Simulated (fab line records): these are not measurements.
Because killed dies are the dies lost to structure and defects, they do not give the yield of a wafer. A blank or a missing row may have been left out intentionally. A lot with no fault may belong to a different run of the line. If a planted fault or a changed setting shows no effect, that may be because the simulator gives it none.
Chamber matching ; flow nandHarc ; NHARC_P_M1_CMP_23 on cmp-03: 4 sister chambers
The step polishes, t overpolish 20 s, target thk 157.82 nm. 8 wafers are shown with their chamber, then 8 later ones without.

== WAFERS, EACH WITH ITS CHAMBER ==
wafer;chamber;motorCurrentA (A);timeToEndpointS (s)
L086.4;1;13.1;26.5
L089.1;3;11.8;27.7
L089.2;0;12.3;26.5
L089.5;0;12.3;25.8
L090.1;1;12.7;27.4
L090.2;3;11.9;26.5
L090.4;2;11.6;28.5
L091.2;2;11.5;29.3

== WAFERS WHOSE CHAMBER IS MISSING ==
wafer;motorCurrentA (A);timeToEndpointS (s)
L091.3;12.5;27.9
L091.6;12.7;28.0
L092.1;12.0;26.1
L092.3;11.5;27.1
L092.4;13.3;27.6
L094.1;11.3;29.8
L094.2;11.5;28.5
L094.6;12.4;28.0

== WHICH CHAMBER EACH ONE RAN IN ==
wafer;from the rows above;in truth
L091.3;can't be placed: 0 or 1 or 3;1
L091.6;can't be placed: 1 or 0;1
L092.1;can't be placed: 3 or 0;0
L092.3;can't be placed: 3 or 2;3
L092.4;1;1
L094.1;2;2
L094.2;2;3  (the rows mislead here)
L094.6;can't be placed: 0 or 1 or 3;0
2 of 8 placed correctly. Can't be placed from these rows: 5 (the true chamber is among the candidates in 5). Wrongly placed: 1.
How it was worked out, from the rows above alone: a wafer's distance from a chamber is the root of the sum, over the readings, of the square of ((its reading less the chamber's mean) divided by the reading's scatter). If the next closest chamber is less than 2 further off than the closest, the wafer can't be placed; otherwise it belongs to the closest. A chamber's mean is the mean of its shown wafers. The scatter is the square root of a quotient: the sum, over the shown wafers, of each reading's squared deviation from its chamber's mean, divided by wafers minus chambers.
